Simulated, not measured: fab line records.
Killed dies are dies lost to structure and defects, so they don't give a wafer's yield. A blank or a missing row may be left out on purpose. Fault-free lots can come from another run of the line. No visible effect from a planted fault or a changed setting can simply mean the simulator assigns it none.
Which tool is to blame?	flow n5Finfet	12 lots, 36 wafers sampled, at 1 step of a route of 1938

WHAT EACH GAUGE READ, for each wafer
N5_BEOL_M8_OVL_MEAS_29.
lot	measured	on	V7_OVL (nm)
L075	day 9 23:43	overlay-02	-0.4 -0.8 -1.1
L078	day 12 03:16	overlay-01	-0.2 0.6 0.4
L083	day 12 14:28	overlay-01	0.0 0.2 0.3
L080	day 12 23:47	overlay-02	0.7 1.1 0.5
L082	day 13 09:26	overlay-01	0.0 -1.0 0.4
L086	day 14 01:14	overlay-01	0.9 0.1 -0.1
L088	day 14 08:55	overlay-01	0.7 0.4 0.1
L091	day 14 23:20	overlay-02	-0.4 0.3 1.5
L093	day 15 14:46	overlay-01	-1.1 0.2 -0.6
L094	day 16 03:14	overlay-02	0.7 -0.9 0.3
L095	day 16 08:55	overlay-01	1.3 -0.1 0.6
L097	day 17 01:32	overlay-01	0.4 0.5 -0.9

WHAT TOOL EACH LOT RAN ON (gives the tool, then ch and the chambers of the sampled wafers, and finally the start)
The record shows no process step preceding these readings.

THE ANSWER, worked out from the rows above alone
Rule: usual is defined by the lots themselves. Put in order of their means at a reading, lots are off if they are a third of the lots or fewer, leave a main group of 4 or more, and stand apart from it by a gap of 3 or more times the standard deviation of the main group's means; of several such gaps the widest counts. If all means in a main group match to the digits the tables above print for the reading, that group is not used. A lot without any number at a reading at which 4 lots or more have one is off too. Where the step has rows for the other lots, those lots are counted as sound.
Across all readings shown, no lot is off: no conclusion can be drawn from this.

WHAT THE SIMULATOR PUT IN
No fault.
